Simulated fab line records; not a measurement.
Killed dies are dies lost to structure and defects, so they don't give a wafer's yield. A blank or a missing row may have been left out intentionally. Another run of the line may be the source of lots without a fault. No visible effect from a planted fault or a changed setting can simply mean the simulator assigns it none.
The tool behind it: which one? || flow nand-harc || 21 wafers from 7 lots sampled at 4 of the route's 1159 steps

== WHAT THE GAUGES READ, wafer by wafer ==
NHARC_END_SORT_01.
{"lot": "L585", "measured": "day 20 01:26", "on": "prober-02", "killed-at-periphery": "4 4 2"}
{"lot": "L589", "measured": "day 19 19:13", "on": "prober-02", "killed-at-periphery": "2 1 1"}
{"lot": "L592", "measured": "day 21 15:00", "on": "prober-02", "killed-at-periphery": "2 4 3"}
{"lot": "L599", "measured": "day 23 10:24", "on": "prober-01", "killed-at-periphery": "0 3 0"}
{"lot": "L603", "measured": "day 24 01:56", "on": "prober-01", "killed-at-periphery": "2 7 2"}
{"lot": "L606", "measured": "day 24 20:56", "on": "prober-01", "killed-at-periphery": "5 1 5"}
{"lot": "L608", "measured": "day 25 05:35", "on": "prober-01", "killed-at-periphery": "7 6 6"}

== EACH LOT AND THE TOOL THAT RAN IT (in order: tool; ch and the chambers of the sampled wafers; start) ==
{"lot": "L585", "NHARC_P_CONTACT_PVD_32": "pvd-sputter-01, day 5 23:54", "NHARC_A_BONDPAD_PVD_17": "pvd-sputter-02, day 18 08:04 or earlier", "NHARC_A_BONDPAD_ANNEAL_28": "rtp-anneal-02 ch 0, day 18 08:04"}
{"lot": "L589", "NHARC_P_CONTACT_PVD_32": "pvd-sputter-02, day 6 10:40", "NHARC_A_BONDPAD_PVD_17": "pvd-sputter-01, day 18 07:17 or earlier", "NHARC_A_BONDPAD_ANNEAL_28": "rtp-anneal-01 ch 0, day 18 07:17"}
{"lot": "L592", "NHARC_P_CONTACT_PVD_32": "pvd-sputter-01, day 7 09:47", "NHARC_A_BONDPAD_PVD_17": "pvd-sputter-01, day 20 04:37 or earlier", "NHARC_A_BONDPAD_ANNEAL_28": "rtp-anneal-02 ch 0, day 20 04:37"}
{"lot": "L599", "NHARC_P_CONTACT_PVD_32": "pvd-sputter-01, day 9 23:23", "NHARC_A_BONDPAD_PVD_17": "pvd-sputter-02, day 22 03:10 or earlier", "NHARC_A_BONDPAD_ANNEAL_28": "rtp-anneal-02 ch 0, day 22 03:10"}
{"lot": "L603", "NHARC_P_CONTACT_PVD_32": "pvd-sputter-03, day 10 05:13", "NHARC_A_BONDPAD_PVD_17": "pvd-sputter-02, day 22 14:36 or earlier", "NHARC_A_BONDPAD_ANNEAL_28": "rtp-anneal-01 ch 0, day 22 14:36"}
{"lot": "L606", "NHARC_P_CONTACT_PVD_32": "pvd-sputter-01, day 10 20:37", "NHARC_A_BONDPAD_PVD_17": "pvd-sputter-01, day 23 13:11 or earlier", "NHARC_A_BONDPAD_ANNEAL_28": "rtp-anneal-01 ch 0, day 23 13:11"}
{"lot": "L608", "NHARC_P_CONTACT_PVD_32": "pvd-sputter-02, day 11 05:14", "NHARC_A_BONDPAD_PVD_17": "pvd-sputter-03, day 23 17:38 or earlier", "NHARC_A_BONDPAD_ANNEAL_28": "rtp-anneal-02 ch 0, day 23 17:38"}
- NHARC_P_CONTACT_PVD_32: deposits Ti, target thk 5 nm, time 17.7 s.
- NHARC_A_BONDPAD_PVD_17: deposits TaN, target thk 5 nm, time 8.06 s.
- NHARC_A_BONDPAD_ANNEAL_28: time 90 s.

== THE ANSWER, worked out from the rows above alone ==
Rule: what is usual is taken from the lots themselves. Put in order of their means at a reading, lots are off if they are a third of the lots or fewer, leave a main group of 4 or more, and stand apart from it by a gap of 3 or more times the standard deviation of the main group's means; of several such gaps the widest counts. The tables above print the reading to a certain number of digits; a main group whose means all agree to those digits is not used. Also off: a lot with no number at a reading for which 4 or more lots have one. Any other lot the step has rows for is counted as sound.
None of the lots is off at any reading shown; this tells nothing.

== WHAT THE SIMULATOR HAD PUT IN ==
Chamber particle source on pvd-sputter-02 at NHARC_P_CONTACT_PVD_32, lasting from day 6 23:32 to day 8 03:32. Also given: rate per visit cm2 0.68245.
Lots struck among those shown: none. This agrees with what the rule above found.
